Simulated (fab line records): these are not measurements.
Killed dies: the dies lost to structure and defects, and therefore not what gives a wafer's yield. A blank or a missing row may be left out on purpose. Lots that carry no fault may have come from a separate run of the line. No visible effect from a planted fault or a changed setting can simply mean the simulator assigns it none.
Lot-split experiment	flow n5_finfet	route with 1938 steps; 7 lots, 21 wafers read

## THE SPLIT
At N5_SD_EPI_N_ETCH_16 (etches SiO2 in CHF3/O2, target depth 5 nm), the setting target_depth_a was moved away from the recipe's 50 angstrom on 8 of the 21 wafers read, by -9.3% to +10.6%. All remaining wafers had this setting at the recipe value.

The reading comes from the split's own step.

## THE READING
etch.depth_nm (the simulator's own value, which no gauge read), in nm, at N5_SD_EPI_N_ETCH_16 (etches SiO2 in CHF3/O2, target depth 5 nm). The file does not state a usual value for it. Across the 13 wafers here that went through the recipe, the average is 4.995 nm and the standard deviation 0.08 nm.

wafer	tool, chamber at the split	target_depth_a as run, angstrom	against the recipe	etch.depth_nm, nm	against lot-mates on the recipe
L079.1	rie_diel-02, 2	45.35	-9.3%	4.544	-0.476
L079.5	rie_diel-02, 3	50	recipe	4.927	-
L079.6	rie_diel-02, 0	50	recipe	5.113	-
L084.4	rie_diel-04, 3	52.82	+5.6%	5.329	+0.269
L084.5	rie_diel-04, 3	50	recipe	5.06	-
L084.6	rie_diel-04, 2	52.82	+5.6%	5.405	+0.345
L087.2	rie_diel-05, 0	55.31	+10.6%	5.448	+0.503
L087.4	rie_diel-05, 1	55.31	+10.6%	5.547	+0.602
L087.5	rie_diel-05, 0	50	recipe	4.945	-
L089.1	rie_diel-05, 0	50	recipe	4.938	-
L089.3	rie_diel-05, 3	47.02	-6.0%	4.682	-0.259
L089.6	rie_diel-05, 0	50	recipe	4.945	-
L091.3	rie_diel-04, 2	50	recipe	5.124	-
L091.4	rie_diel-04, 3	52.2	+4.4%	5.346	+0.227
L091.6	rie_diel-04, 2	50	recipe	5.114	-
L092.2	rie_diel-02, 0	50	recipe	5.039	-
L092.4	rie_diel-02, 3	50	recipe	4.912	-
L092.6	rie_diel-02, 3	50	recipe	4.908	-
L093.3	rie_diel-05, 1	50	recipe	4.921	-
L093.5	rie_diel-05, 2	50	recipe	4.994	-
L093.6	rie_diel-05, 3	47	-6.0%	4.608	-0.349

THE FIT
A straight line over all 21 wafers: etch.depth_nm changes by +0.0529 nm for each +1% of target_depth_a; r = +0.95; the points scatter about the line by 0.082 nm.
The same after taking each lot's own level away (the mean of its wafers on the recipe; 21 wafers): +0.0519 nm for each +1%; r = +0.98; scatter 0.048 nm.
On that fit, the largest move of target_depth_a shifts the reading by 0.55 nm.
Across the lots, their own levels run from 4.9415 to 5.1190 nm, a range of 2.2 times the standard deviation given above.
Hence the lot-to-lot level has little effect on the slope; both slopes agree.
Check: +0.572 nm against its lot-mates is what the line predicts for one of the wafers moved furthest among these (+10.6%) when that wafer is left out of the fit. Against them it came out at +0.503 nm.

## OTHER SPLITS ON THESE WAFERS
Note: prior to the reading, these wafers also went through further splits. Each is held against what the fit with the lots' levels taken away leaves over:
other split on the same wafers	wafers away from the commonest value	r with etch.depth_nm (lot level and that fit taken away)
N5_ZERO_LAYER_EXPOSE_08 dose_mj	7	+0.06
N5_WELL_APT_COAT_02 spin_rpm	9	+0.03
N5_PMOS_HMC_CHANNEL_EPI_PEB_07 peb_temp_c	6	+0.08
N5_PMOS_HMC_CHANNEL_EPI_DEVELOP_08 develop_time_s	8	-0.11
N5_DUMMY_GATE_HM_DEP_06 time_s	18	+0.11

## FILE'S OWN FIT
etch.depth_nm changes by +0.0518 nm for each +1% of target_depth_a, r = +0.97.
